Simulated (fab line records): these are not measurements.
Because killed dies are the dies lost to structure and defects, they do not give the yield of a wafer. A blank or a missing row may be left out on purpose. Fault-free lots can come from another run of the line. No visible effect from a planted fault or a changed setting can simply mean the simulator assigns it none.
Which tool is to blame? | flow n5-finfet | 10 lots (30 wafers sampled), 1 step of a 1938-step route

WHAT EACH GAUGE READ, for each wafer
N5_BEOL_M11_INSPECT_13: inspects for defects (brightfield).
lot  | measured     | on                | raw-defect-count
L436 | day 10 05:32 | defect-inspect-02 | 504 429 374
L438 | day 11 01:04 | defect-inspect-02 | 424 332 426
L439 | day 11 17:14 | defect-inspect-02 | 418 389 418
L440 | day 11 19:43 | defect-inspect-02 | 334 563 328
L445 | day 13 02:37 | defect-inspect-02 | 233 290 483
L446 | day 13 13:14 | defect-inspect-02 | 344 561 388
L451 | day 14 18:02 | defect-inspect-02 | 253 378 467
L456 | day 15 11:53 | defect-inspect-01 | 589 311 368
L458 | day 16 03:40 | defect-inspect-02 | 393 352 486
L457 | day 16 03:49 | defect-inspect-02 | 335 399 337

EACH LOT AND THE TOOL THAT RAN IT (in order: tool; ch and the chambers of the sampled wafers; start)
The record shows no process step preceding these readings.

THE ANSWER, worked out from the rows above alone
Rule: the usual values come from the lots themselves. Put in order of their means at a reading, lots are off if they are a third of the lots or fewer, leave a main group of 4 or more, and stand apart from it by a gap of 3 or more times the standard deviation of the main group's means; of several such gaps the widest counts. A main group is skipped when, at the precision printed for the reading in the tables above, its means are all equal. A lot without any number at a reading at which 4 lots or more have one is off too. Any other lot the step has rows for is counted as sound.
None of the lots is off at any reading shown; this tells nothing.

WHAT THE SIMULATOR PUT IN
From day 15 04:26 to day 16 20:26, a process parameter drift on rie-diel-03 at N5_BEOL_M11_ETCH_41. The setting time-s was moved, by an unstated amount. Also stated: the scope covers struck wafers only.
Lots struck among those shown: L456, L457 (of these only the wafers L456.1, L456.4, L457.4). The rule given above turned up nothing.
